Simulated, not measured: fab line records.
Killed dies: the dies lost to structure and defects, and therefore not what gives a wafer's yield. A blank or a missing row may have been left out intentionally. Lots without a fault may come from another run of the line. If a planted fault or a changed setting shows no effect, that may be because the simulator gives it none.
A lot that was struck, set against a sound lot ; flow nand-harc ; 31 out of 1302 route steps
Sound: these wafers, L742.3, L742.4, L742.6. Struck: wafers L736.2, L736.3, L736.6. The cause is named last.
For every step that has rows: the tool of each side, followed by ch and its chambers, followed by its first start. Under that, the readings that differ: sound wafers ; struck wafers ; difference of the means ; sigmas: that difference in standard deviations of wafers without a fault.
alike: words and numbers the same on both sides, and readings whose means are apart by under 2 such deviations; not compared: readings that were withheld, readings missing a value for some wafer, numbers with overlapping values and no deviation given by the record, and bounds like >300 which may hide the same value.
A row with sigmas, a row that says differs or no value, or rows on one side alone: a step with any of these is where the two part. Numbers that have no deviation but don't overlap get no sigmas and don't part them. A reading missing from all wafers of one side parts the sides only when that side holds two or more wafers.

first, 3 steps without rows for these wafers: NHARC_A_CONTACT_EXPOSE_05 (exposes mask A CC); NHARC_A_CONTACT_PEB_06 (peb time 65 s); NHARC_A_CONTACT_DEVELOP_07 (develop time 35 s).
NHARC_A_CONTACT_CD_MEAS_08: the cd target is 200 nm.
  sound on cd-sem-03 ch 0, day 30 04:59; struck on cd-sem-01 ch 0, day 27 05:23
  alike: cd-nm
NHARC_A_CONTACT_OVL_MEAS_09:
  sound on overlay-02 at day 30 05:04; struck on overlay-02 at day 27 05:29
  alike: overlay-x-nm, overlay-y-nm
NHARC_A_CONTACT_INSPECT_10:
  sound on defect-inspect-02 at day 30 05:06; struck on defect-inspect-02 at day 27 05:31
  alike: raw-defect-count
then, 5 steps without rows for these wafers: NHARC_A_CONTACT_DESCUM_13 (chemistry O2, time 3 s); NHARC_A_CONTACT_ETCH_88 (etches the open film in CF4, target depth 39 nm, time 65 s); NHARC_A_CONTACT_ETCH_89 (etches the open film in N2/H2, target depth 260 nm, time 475.3 s); NHARC_A_CONTACT_ETCH_30 (etches the open film in CF4/CHF3, target depth 72.6 nm, time 36.3 s); NHARC_A_CONTACT_ETCH_31 (etches the open film in O2/COS, target depth 2800 nm, time 728 s).
NHARC_A_CONTACT_ETCH_134: etches the open film in C4F8/O2/Ar, time 140 s, target depth 700 nm.
  sound on har-cap-etch-03 ch 0,1, day 30 07:00; struck on har-cap-etch-03 ch 0,1, day 27 07:23
  alike: chamber-pressure-mTorr
  not compared: rf-hours-counter-h
NHARC_A_CONTACT_ETCH_135: etches the open film in C4F8/O2/Ar, time 311 s, target depth 1912 nm.
  sound on har-cap-etch-03 ch 0,1, day 30 07:13; struck on har-cap-etch-03 ch 0,1, day 27 07:35
  alike: chamber-pressure-mTorr
  not compared: rf-hours-counter-h
then, 3 steps without rows for these wafers: NHARC_A_CONTACT_ETCH_136 (etches the open film in C4F8/O2/Ar, time 311 s, target depth 1912 nm); NHARC_A_CONTACT_ETCH_137 (etches the open film in C4F8/O2/Ar, time 311 s, target depth 1912 nm); NHARC_A_CONTACT_ETCH_138 (etches the open film in C4F8/O2/Ar, time 311 s, target depth 1914 nm).
NHARC_A_CONTACT_ETCH_139: etches the open film in C4F8/O2/Ar, time 195 s, target depth 840 nm.
  sound on har-cap-etch-03 ch 0,1, day 30 08:18; struck on har-cap-etch-03 ch 0,1, day 27 08:41
  alike: chamber-pressure-mTorr
  not compared: rf-hours-counter-h
then, 2 steps without rows for these wafers: NHARC_A_CONTACT_ETCH_92 (etches the open film in CH3F/O2, target depth 40 nm, time 85.7 s); NHARC_A_CONTACT_ETCH_98 (etches the open film in C4F6/O2, target depth 20 nm, time 10 s).
NHARC_A_CONTACT_CD_MEAS_15:
  sound on cd-sem-02 at day 30 08:59; struck on cd-sem-03 at day 27 09:28
  alike: cd-nm
then, 3 steps without rows for these wafers: NHARC_A_CONTACT_STRIP_107 (strips in N2/H2); NHARC_A_CONTACT_STRIP_108 (strips in CF4/CHF3); NHARC_A_CONTACT_STRIP_109 (strips in O2/COS).
NHARC_A_CONTACT_ETCH_110: etches the open film in CF4/O2, target depth 60 nm, overetch 6 nm, time 33 s.
  sound on rie-diel-05 ch 1,2,3, day 30 09:17; struck on rie-diel-05 ch 0,2,3, day 27 09:45
  alike: cf4-flow-sccm, chamber-pressure-mTorr, drypump-motor-current-A, oes-product-au, rf-fwd-power-W, rf-vpp-V, showerhead-plenum-p-Torr, throttle-valve-pct
  not compared: rf-hours-counter-h
then, 3 steps without rows for these wafers: NHARC_A_CONTACT_STRIP_26 (strips in O2); NHARC_A_CONTACT_STRIP_27 (strips in post etch residue remover, time 600 s); NHARC_A_CONTACT_ALD_18 (deposits TiN, target thk 3 nm, pulse time 1 s, ald cycles 150).
NHARC_A_CONTACT_CVD_19: deposits W, target thk 300 nm, time 802 s.
  sound on cvd-w-02 ch 0,1; struck on cvd-w-01 ch 0,1
  alike: heater-power-w, throttle-valve-pct
NHARC_A_CONTACT_CMP_20: polishes, t overpolish 30 s, target thk 300 nm.
  sound on cmp-01 ch 1,2,3, day 30 11:05; struck on cmp-02 ch 0,1,2, day 27 11:29
  alike: edge-zone-pressure-frac, motor-current-A, overpolish-run-s, time-to-endpoint-s
then, 1 step without rows for these wafers: NHARC_A_CONTACT_SRD_22.
-- record jumps: 3 days between struck wafers' starts before vs after; left off in module A_CONTACT, resumes in module END, first step shown is number 1302 of the route --
NHARC_END_SORT_01:
  here the record holds rows for the struck wafers (prober-02 ch 0, day 30 10:25) but none for the sound ones

## WHERE THEY PART
Only at NHARC_END_SORT_01, as far as this record shows.

WHY: whatever the simulator had introduced
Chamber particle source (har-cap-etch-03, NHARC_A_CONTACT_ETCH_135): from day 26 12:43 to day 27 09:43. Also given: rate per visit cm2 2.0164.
